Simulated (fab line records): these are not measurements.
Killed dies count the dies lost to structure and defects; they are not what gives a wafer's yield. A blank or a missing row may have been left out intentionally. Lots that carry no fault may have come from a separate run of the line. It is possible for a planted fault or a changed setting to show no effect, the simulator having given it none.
Struck lot and sound lot, side by side	flow n5-finfet	15 out of 1938 route steps
Sound: the wafers L341.3, L341.5, L341.6. Struck: wafer L349.4 (left out: L349.1, a lot-mate that was not struck); the cause follows at the end.
Order at every step that has rows: each side's tool, ch and its chambers, its first start. Under that, the readings that differ: sound wafers	struck wafers	difference of the means	sigmas: that difference in standard deviations of wafers without a fault.
alike: readings whose means differ by less than 2 such deviations, and words and numbers that are the same on both sides. not compared: withheld readings, readings that some wafer has no value for, bounds like >300 that may hide the same value, and numbers for which the record gives no deviation and whose values overlap.
A row with sigmas, a row that says differs or no value, or rows on one side alone: a step with any of these is where the two part. Numbers that have no deviation but don't overlap get no sigmas and don't part them. A reading that every wafer of one side lacks parts them only if that side has two wafers or more.

first, 8 steps without rows for these wafers: N5_MIM_TOP_LITHO_HMDS_01 (time 60 s); N5_MIM_TOP_LITHO_COAT_02; N5_MIM_TOP_LITHO_EBR_04; N5_MIM_TOP_LITHO_SOFTBAKE_03 (time 90 s); N5_MIM_TOP_LITHO_EXPOSE_05 (exposes mask MIM TOP, target cd 2000 nm); N5_MIM_TOP_LITHO_PEB_06; N5_MIM_TOP_LITHO_DEVELOP_07 (develop time 60 s); N5_MIM_TOP_LITHO_HARDBAKE_09 (time 120 s).
N5_MIM_TOP_LITHO_CD_MEAS_08 targets a cd of 2000 nm.
  sound on cd-sem-01 ch 0, day 14 02:47; struck on cd-sem-01 ch 0, day 15 14:42
  alike: cd-nm
N5_MIM_TOP_LITHO_OVL_MEAS_11:
  sound on overlay-02 ch 0, day 14 02:49; struck on overlay-01 ch 0, day 15 14:44
  alike: MIM_TOP_OVL
N5_MIM_TOP_LITHO_INSPECT_12: inspects for defects (macro).
  struck on defect-inspect-02, day 15 14:45; sound on defect-inspect-01, day 14 02:50
  alike: raw-defect-count
N5_MIM_TOP_LITHO_DESCUM_10: chemistry O2, time 7.9 s.
  sound on rie-diel-06 ch 2,3, day 14 03:04; struck on rie-diel-04 ch 2, day 15 14:47
reading	sound	struck	difference	sigmas
oes-product-au (a.u.)	0.89 0.95 0.89	0.69	-0.22	-2
  alike: drypump-motor-current-A, rf-vpp-V, showerhead-plenum-p-Torr, throttle-valve-pct
  not compared: rf-hours-counter-h
N5_MIM_TOP_ETCH_ETCH_00: etches TiN in Cl2/BCl3, target depth 38.5 nm.
  sound on rie-metal-02 ch 0,1, day 14 03:11; struck on rie-metal-01 ch 1, day 15 14:52
reading	sound	struck	difference	sigmas
model.etch.depth-nm (nm)	38.86 38.7 37.91	50.51	+12.02	
model.MIM_TOP_ETCH.feature-depth-nm (nm)	38.8 38.8 38	50.6	+12.1	
model.MIM_TOP_ETCH.cd-offset-nm (nm)	-0.2 -0.2 -0.2	-0.6	-0.4	
  alike: bcl3-flow-sccm, drypump-motor-current-A, he-backside-leak-sccm, oes_ar_750_au, oes-product-au, throttle-valve-pct
  not compared: rf-hours-counter-h
N5_MIM_TOP_ETCH_STRIP_01: strips in O2.
  sound on rie-diel-05 ch 0,1, day 14 03:17; struck on rie-diel-01 ch 2, day 15 15:05
  alike: drypump-motor-current-A, oes-product-au, rf-vpp-V, showerhead-plenum-p-Torr, throttle-valve-pct
  not compared: rf-hours-counter-h
N5_PASSIVATION_PROBE_49:
  sound wafers here have rows in the record (prober-01, day 14 15:33); struck ones have none

== WHERE THEY PART ==
At N5_MIM_TOP_LITHO_DESCUM_10 first; at N5_PASSIVATION_PROBE_49 last (within this record only).

WHY: what had been put in by the simulator
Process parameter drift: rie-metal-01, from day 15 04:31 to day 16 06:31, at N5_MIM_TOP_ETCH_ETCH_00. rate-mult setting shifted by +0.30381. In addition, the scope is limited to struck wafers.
